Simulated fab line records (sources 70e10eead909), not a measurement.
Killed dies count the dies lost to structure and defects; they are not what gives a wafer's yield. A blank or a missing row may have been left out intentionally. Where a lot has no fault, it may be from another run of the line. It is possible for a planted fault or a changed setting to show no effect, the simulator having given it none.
Matching of chambers ; flow nand_harc ; 3 sister chambers for NHARC_A_STAIRCASE_DEP_151 on pecvd-04
The step deposits SiO2, target thk 7200 nm. 3 wafers are shown with their chamber, then 8 later ones without.

## EACH WAFER AND ITS CHAMBER
wafer;chamber;susceptor_temp_C (C)
L086.2;2;399.97
L086.4;0;399.73
L088.1;1;400.11

## WAFERS WHOSE CHAMBER IS MISSING
wafer;susceptor_temp_C (C)
L088.3;400.26
L088.5;399.99
L092.2;399.96
L092.5;399.93
L092.6;399.88
L094.1;399.99
L094.3;399.91
L094.6;399.97

## WHICH CHAMBER EACH ONE RAN IN
wafer;from the rows above;in truth
L088.3;1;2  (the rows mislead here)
L088.5;can't be placed: 2 or 1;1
L092.2;2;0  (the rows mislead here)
L092.5;2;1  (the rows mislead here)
L092.6;can't be placed: 2 or 0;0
L094.1;can't be placed: 2 or 1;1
L094.3;can't be placed: 2 or 0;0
L094.6;2;2
1 of 8 placed correctly. Can't be placed from these rows: 4 (the true chamber is among the candidates in 4). 3 placed wrongly.
How it was worked out, from the rows above alone: a wafer's distance from a chamber is the root of the sum, over the readings, of the square of ((its reading less the chamber's mean) divided by the reading's scatter). The wafer belongs to the nearest chamber; if the next one is less than 2 further off, it can't be placed. For every chamber, the mean is computed from those of its wafers that are shown. The scatter: with one shown wafer a chamber, the root of the mean of the squares of how far each hidden wafer lies from its nearest shown one.
